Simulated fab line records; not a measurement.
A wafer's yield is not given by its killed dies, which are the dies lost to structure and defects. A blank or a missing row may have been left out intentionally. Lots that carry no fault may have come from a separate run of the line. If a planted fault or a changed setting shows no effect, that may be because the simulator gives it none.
Matching of chambers / flow n5_finfet / rie_diel-04 running N5_DUMMY_GATE_STRIP_41: 4 sister chambers
The step strips in O2. 4 wafers are shown with their chamber, then 9 later ones without.

WAFERS WITH THEIR CHAMBER
wafer=L085.6; chamber=3; drypump_motor_current_A (A)=5.6
wafer=L086.4; chamber=2; drypump_motor_current_A (A)=5.1
wafer=L086.5; chamber=0; drypump_motor_current_A (A)=6.4
wafer=L086.6; chamber=1; drypump_motor_current_A (A)=6.5

WAFERS WITH NO CHAMBER GIVEN
wafer=L088.2; drypump_motor_current_A (A)=6.5
wafer=L088.4; drypump_motor_current_A (A)=5.1
wafer=L088.6; drypump_motor_current_A (A)=5.6
wafer=L089.1; drypump_motor_current_A (A)=6.5
wafer=L089.2; drypump_motor_current_A (A)=6.4
wafer=L089.3; drypump_motor_current_A (A)=5.6
wafer=L097.3; drypump_motor_current_A (A)=6.3
wafer=L097.5; drypump_motor_current_A (A)=6.4
wafer=L097.6; drypump_motor_current_A (A)=5.6

THE CHAMBER EACH PASSED THROUGH
wafer=L088.2; from the rows above=1; in truth=1
wafer=L088.4; from the rows above=2; in truth=2
wafer=L088.6; from the rows above=3; in truth=3
wafer=L089.1; from the rows above=1; in truth=1
wafer=L089.2; from the rows above=0; in truth=0
wafer=L089.3; from the rows above=3; in truth=3
wafer=L097.3; from the rows above=0; in truth=0
wafer=L097.5; from the rows above=0; in truth=0
wafer=L097.6; from the rows above=3; in truth=3
Placed correctly: 9 of 9. Left unplaced by these rows: 0. 0 placed wrongly.
How it was worked out, from the rows above alone: a wafer's distance from a chamber is the root of the sum, over the readings, of the square of ((its reading less the chamber's mean) divided by the reading's scatter). The wafer belongs to the nearest chamber; if the next one is less than 2 further off, it can't be placed. The mean given for a chamber averages the wafers shown for that chamber. The scatter: with one shown wafer a chamber, the root of the mean of the squares of how far each hidden wafer lies from its nearest shown one.
